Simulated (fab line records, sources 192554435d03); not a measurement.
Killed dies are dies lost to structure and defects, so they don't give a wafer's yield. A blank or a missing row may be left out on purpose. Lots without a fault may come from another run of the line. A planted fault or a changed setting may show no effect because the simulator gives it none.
Chamber matching | flow n5_finfet | N5_BEOL_M7_STRIP_19 on rie_diel-06: 4 sister chambers
The step strips in O2. 18 wafers are shown with their chamber, then 9 later ones without.

WAFERS WITH THEIR CHAMBER
wafer  | chamber | drypump_motor_current_A (A) | throttle_valve_pct (%) | showerhead_plenum_p_Torr (Torr)
L078.1 | 2       | 5.9                         | 16.58                  | 2.16
L078.2 | 3       | 5.9                         | 16.70                  | 2.11
L078.6 | 1       | 5.2                         | 16.71                  | 2.14
L076.2 | 2       | 6.0                         | 16.59                  | 2.16
L076.4 | 3       | 6.0                         | 16.71                  | 2.11
L076.6 | 1       | 5.2                         | 16.73                  | 2.14
L080.1 | 3       | 5.9                         | 16.72                  | 2.11
L080.3 | 1       | 5.2                         | 16.72                  | 2.14
L080.6 | 2       | 6.0                         | 16.57                  | 2.16
L086.2 | 1       | 5.2                         | 16.76                  | 2.14
L086.5 | 0       | 6.6                         | 16.13                  | 2.12
L086.6 | 1       | 5.2                         | 16.76                  | 2.14
L084.1 | 0       | 6.6                         | 16.11                  | 2.12
L084.4 | 1       | 5.2                         | 16.73                  | 2.14
L084.5 | 2       | 5.9                         | 16.59                  | 2.15
L087.4 | 0       | 6.6                         | 16.13                  | 2.12
L087.5 | 3       | 6.0                         | 16.73                  | 2.10
L087.6 | 2       | 5.9                         | 16.62                  | 2.15

SIGNATURES (means of the wafers above)
reading                  | chamber 0 | chamber 1 | chamber 2 | chamber 3 | scatter within a chamber
drypump_motor_current_A  | 6.600     | 5.200     | 5.940     | 5.950     | 0.0396
throttle_valve_pct       | 16.1233   | 16.7350   | 16.5900   | 16.7150   | 0.0176
showerhead_plenum_p_Torr | 2.1200    | 2.1400    | 2.1560    | 2.1075    | 0.00373
Rule: a wafer's distance from a chamber is the root of the sum, over the readings, of the square of ((its reading less the chamber's mean) divided by the reading's scatter). The wafer belongs to the nearest chamber; if the next one is less than 2 further off, it can't be placed. The scatter: the root of (the sum of the squares of (reading less its chamber's mean) over the shown wafers, divided by (wafers less chambers)).

WAFERS WITHOUT THEIR CHAMBER
wafer  | drypump_motor_current_A (A) | throttle_valve_pct (%) | showerhead_plenum_p_Torr (Torr)
L088.2 | 6.6                         | 16.15                  | 2.12
L088.3 | 5.9                         | 16.63                  | 2.15
L088.4 | 5.2                         | 16.76                  | 2.13
L091.1 | 5.2                         | 16.78                  | 2.13
L091.2 | 5.9                         | 16.62                  | 2.15
L091.4 | 6.0                         | 16.75                  | 2.10
L092.1 | 6.6                         | 16.14                  | 2.12
L092.3 | 6.0                         | 16.75                  | 2.10
L092.5 | 6.6                         | 16.14                  | 2.12

WHICH CHAMBER EACH WENT THROUGH
wafer  | from the rows above | in truth
L088.2 | 0                   | 0
L088.3 | 2                   | 2
L088.4 | 1                   | 1
L091.1 | 1                   | 1
L091.2 | 2                   | 2
L091.4 | 3                   | 3
L092.1 | 0                   | 0
L092.3 | 3                   | 3
L092.5 | 0                   | 0
Placed correctly: 9 of 9. Can't be placed from these rows: 0. Placed wrongly: 0.
